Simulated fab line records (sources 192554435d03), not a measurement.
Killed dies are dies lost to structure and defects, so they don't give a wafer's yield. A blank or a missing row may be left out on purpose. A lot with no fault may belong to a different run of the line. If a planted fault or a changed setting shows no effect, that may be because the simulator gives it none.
What tool caused it? ; flow n5Finfet ; 39 wafers from 13 lots sampled at 4 of the route's 1938 steps

## WHAT THE GAUGES SHOWED, per wafer
N5_ILD0_INSPECT_06: inspects for defects (darkfield).
lot;measured;on;rawDefectCount
L698;day 4 06:04;defectInspect-02;35 24 24
L699;day 4 15:20;defectInspect-02;17 21 34
L700;day 4 16:46;defectInspect-01;59 36 64
L701;day 5 00:49;defectInspect-02;40 35 16
L702;day 5 05:16;defectInspect-01;54 38 39
L703;day 5 10:48;defectInspect-02;24 37 19
L704;day 5 17:50;defectInspect-01;40 41 27
L708;day 6 19:56;defectInspect-01;29 10 27
L710;day 7 06:14;defectInspect-01;24 44 19
L713;day 7 23:18;defectInspect-01;38 37 57
L715;day 8 09:54;defectInspect-02;44 36 30
L717;day 9 00:12;defectInspect-01;70 45 71
L719;day 9 11:17;defectInspect-01;32 31 27

## WHAT TOOL EACH LOT RAN ON (gives the tool, then ch and the chambers of the sampled wafers, and finally the start)
lot;N5_SD_ACTIVATION_LSA_01;N5_ILD0_LINER_00;N5_ILD0_ALD_15
L698;laserAnneal-01 ch 0, day 3 22:39;aldSin-02 ch 0,2,3, day 3 23:11;aldSin-02 ch 1,2,3, day 4 03:33
L699;laserAnneal-02 ch 0, day 4 08:04;aldSin-01 ch 0,2,3, day 4 09:07;aldSin-02 ch 1,2,3, day 4 12:49
L700;laserAnneal-01 ch 0, day 4 09:21;aldSin-01 ch 1,2,3, day 4 09:55;aldSin-04 ch 0,3, day 4 14:14
L701;laserAnneal-02 ch 0, day 4 17:56;aldSin-01 ch 0,1,3, day 4 18:35;aldSin-01 ch 0,1, day 4 22:17
L702;laserAnneal-01 ch 0, day 4 22:16;aldSin-04 ch 0,2,3, day 4 23:01;aldSin-04 ch 0,2, day 5 02:44
L703;laserAnneal-02 ch 0, day 5 04:02;aldSin-01 ch 0,1, day 5 04:34;aldSin-02 ch 0,1,2, day 5 08:17
L704;laserAnneal-01 ch 0, day 5 10:57;aldSin-01 ch 0,3, day 5 11:29;aldSin-04 ch 0,2, day 5 15:19
L708;laserAnneal-01 ch 0, day 6 12:48;aldSin-02 ch 0,1,2, day 6 13:22;aldSin-01 ch 1,2,3, day 6 17:25
L710;laserAnneal-01 ch 0, day 6 23:05;aldSin-04 ch 0,1,3, day 6 23:39;aldSin-02 ch 1,2,3, day 7 03:43
L713;laserAnneal-02 ch 0, day 7 16:31;aldSin-02 ch 0,2, day 7 17:05;aldSin-02 ch 0,2,3, day 7 20:47
L715;laserAnneal-02 ch 0, day 8 03:10;aldSin-01 ch 1,2, day 8 03:40;aldSin-01 ch 0,1,3, day 8 07:22
L717;laserAnneal-02 ch 0, day 8 17:02;aldSin-02 ch 0,1,2, day 8 17:36;aldSin-01 ch 0,1,3, day 8 21:41
L719;laserAnneal-02 ch 0, day 9 04:04;aldSin-01 ch 2,3, day 9 04:36;aldSin-02 ch 0,3, day 9 08:46
- N5_SD_ACTIVATION_LSA_01: time 0.0008 s.
- N5_ILD0_LINER_00: material SiNx, target thk 4 nm, pulse time 1 s, purge time 2 s.
- N5_ILD0_ALD_15: deposits SiNx, target thk 24 nm, pulse time 1 s, ald cycles 480.

## AS READ BY THE TOOLS THEMSELVES (means over the sampled wafers that have a number; for cases with no such wafer, the mark the record gives instead)
N5_SD_ACTIVATION_LSA_01.
lot;tool;wafer_temp_C_max
L698;laserAnneal-01;1088.5
L699;laserAnneal-02;1087.8
L700;laserAnneal-01;1088.9
L701;laserAnneal-02;1085.7
L702;laserAnneal-01;1088.0
L703;laserAnneal-02;1087.3
L704;laserAnneal-01;1087.5
L708;laserAnneal-01;1072.9
L710;laserAnneal-01;1073.7
L713;laserAnneal-02;1086.7
L715;laserAnneal-02;1086.9
L717;laserAnneal-02;1085.6
L719;laserAnneal-02;1085.8

N5_ILD0_LINER_00.
lot;tool;heaterPowerW (W);precursorPulseHeightRel
L698;aldSin-02;947;0.992
L699;aldSin-01;753;1.002
L700;aldSin-01;811;1.024
L701;aldSin-01;760;0.989
L702;aldSin-04;821;1.018
L703;aldSin-01;778;0.999
L704;aldSin-01;725;1.001
L708;aldSin-02;824;0.996
L710;aldSin-04;818;0.995
L713;aldSin-02;879;1.015
L715;aldSin-01;847;0.989
L717;aldSin-02;836;1.008
L719;aldSin-01;797;1.012

N5_ILD0_ALD_15.
lot;tool;heaterPowerW (W);precursorPulseHeightRel
L698;aldSin-02;914;1.001
L699;aldSin-02;917;0.991
L700;aldSin-04;791;1.019
L701;aldSin-01;725;1.007
L702;aldSin-04;851;0.979
L703;aldSin-02;827;1.030
L704;aldSin-04;816;0.996
L708;aldSin-01;825;1.023
L710;aldSin-02;921;1.007
L713;aldSin-02;966;1.014
L715;aldSin-01;770;1.001
L717;aldSin-01;759;1.005
L719;aldSin-02;1033;0.998

## THE ANSWER, worked out from the rows above alone
Rule: the lots themselves supply what counts as usual. The widest of any qualifying gaps counts: lots, ordered by their means at a reading, are off when they make up no more than a third of the lots, leave a main group of 4 or more, and stand apart from it by 3 or more times the standard deviation of that group's means. A main group is skipped when, at the precision printed for the reading in the tables above, its means are all equal. Also off: a lot with no number at a reading for which 4 or more lots have one. The other lots that the step has rows for count as sound. The gauges are gone through in route order, then the tools' own readings, and for those a lot's mean is taken as printed above. At the first step where some lot is off, the reading lying furthest off is the one used; lots without a number count as furthest.
Off, at N5_SD_ACTIVATION_LSA_01 on wafer_temp_C_max: L708, L710. The main group has a mean of 1087.2 with a standard deviation of 1.1.
A tool fits if, at that step or a process step before it, it ran every lot that is off, and no sound lot after the first of them. One candidate fits, namely laserAnneal-01 at N5_SD_ACTIVATION_LSA_01. Its last sound lot is L704 (day 5 10:57), its first lot that is off L708 (day 6 12:48): a fault that began between those two fits.
On the lots that are off, the tool's own readings at N5_SD_ACTIVATION_LSA_01 differ by more than 5 times the standard deviation of the sound lots' means, which bears it out; wafer_temp_C_max reads 1073.3 there versus 1087.2 on the sound lots.

## WHAT THE SIMULATOR HAD PUT IN
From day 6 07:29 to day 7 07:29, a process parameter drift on laserAnneal-01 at N5_SD_ACTIVATION_LSA_01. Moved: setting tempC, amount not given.
Lots struck among those shown: L708, L710. The same result came from the rule above.
